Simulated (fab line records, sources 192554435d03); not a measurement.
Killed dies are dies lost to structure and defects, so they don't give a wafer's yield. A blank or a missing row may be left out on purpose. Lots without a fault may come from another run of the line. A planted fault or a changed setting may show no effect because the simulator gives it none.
Problem report in the 8D (eight disciplines) form, filled by code | flow n5_finfet | the parts of the form that need people (team, actions taken, sign-off) are left out

1. THE PROBLEM
raw_defect_count at N5_MOL_CONTACT_COAG_INSPECT_97 reads a mean of 750 on 6 wafers of 2 lots; wafers without a fault read 44 with a standard deviation of 15. That is +47 standard deviations from the usual mean.
The step: inspects for defects (darkfield).
First seen on wafer L184.2, day 9 05:28, on defect_inspect-01. The record holds 28 wafers of 10 lots with a number at this step. Rule for "out", or "out of limits": more than 4 standard deviations from the usual mean. The other wafers with a number count as sound.

2. WHAT IT IS AND WHAT IT IS NOT
question                    | is                                   | is not
which readings at this step | raw_defect_count                     | -
which lots                  | L184, L186                           | L173, L174, L176, L177, L179, L181, L183, L192
which wafers of those lots  | all that have a number               | -
read on which gauges        | defect_inspect-01, defect_inspect-02 | -
when                        | from day 9 05:28                     | up to then (20 sound wafers); but 2 sound wafers of L192 came after

3. SUSPECTS, AND WHAT RULES EACH OUT
Counting: a tool at a process step up to the reading stays a suspect if it ran every lot that is out and no sound lot after the first of them.
- the gauge at N5_MOL_CONTACT_COAG_INSPECT_97: ruled out. The wafers that are out were read on 2 gauges (defect_inspect-01, defect_inspect-02).
- plasma_asher-01 at N5_MOL_CONTACT_COAG_STRIP_49 (strips in N2/H2, time 30 s): ruled out as a lasting fault. Sound lots L192 ran on it after its first lot that is out, L184 (day 9 01:28).
- cmp-02 at N5_MOL_CONTACT_COAG_CMP_52 (polishes, stops on SiO2, t overpolish 1.5 s, target thk 66.5 nm): kept. It ran every lot that is out, first L184 (day 9 02:06), and no sound lot after that; its last sound lot up to then is L183 (day 8 17:52).
Left after counting: cmp-02 at N5_MOL_CONTACT_COAG_CMP_52.

4. THE CAUSE (what the simulator had put in)
Chamber particle source: cmp-02, from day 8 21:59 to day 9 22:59, at N5_MOL_CONTACT_COAG_CMP_52. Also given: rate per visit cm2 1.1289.
Counting left only this tool.

5. THE CHAIN OF EFFECTS, in route order
Each row: a reading whose mean over the struck wafers that have a number lies more than 3 standard deviations from the usual. Only readings for which the record gives a usual standard deviation are gone through. hours: the time from each lot's start at the first step in this table that gives one to its start at this step, as a median over the lots. sigmas: the change in usual standard deviations.
hours | step                           | reading              | usual  | on struck wafers | change | sigmas
0     | N5_MOL_CONTACT_COAG_INSPECT_97 | raw_defect_count     | 44     | 750              | +706   | +47
196   | N5_PASSIVATION_PROBE_49        | defect_limited_yield | 91.1 % | 50.8             | -40.3  | -31
196   | N5_PASSIVATION_PROBE_49        | killed_at_contacts   | 12     | 509              | +497   | +84
196   | N5_PASSIVATION_PROBE_49        | killed_dies          | 104    | 580              | +476   | +30
196   | N5_PASSIVATION_PROBE_49        | killed_on_rim        | 14     | 76               | +62    | +15
196   | N5_PASSIVATION_PROBE_49        | sort_bin_5_function  | 5.1 %  | 31.1             | +26.0  | +31
196   | N5_PASSIVATION_PROBE_49        | sort_bin_6_memory    | 3.3 %  | 15.2             | +11.9  | +18
196   | N5_PASSIVATION_PROBE_49        | sort_n_pass          | 1075   | 600              | -476   | -30
196   | N5_PASSIVATION_PROBE_49        | sort_yield_pct       | 91.1 % | 50.8             | -40.3  | -29
The process steps in it:
- N5_PASSIVATION_PROBE_49
Later measuring or inspecting steps at which every struck wafer that the step has a row for has a number for every such reading, and none has moved that far: N5_BEOL_M4_RC_MEAS_101.

6. WHAT WOULD HAVE CAUGHT IT SOONER
In this record the first reading out of limits at a measuring or inspecting step was taken at day 9 05:28, 7 hours after the fault began at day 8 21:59.
Of the tool readings at N5_MOL_CONTACT_COAG_CMP_52 for which the record gives a usual standard deviation, none was out on any struck wafer, so an alarm limit of 4 standard deviations on them would not have fired.
Of the lots that are out (2), L186 began N5_MOL_CONTACT_COAG_CMP_52 on cmp-02 after day 9 05:28. A hold on the tool at that time would have spared it.
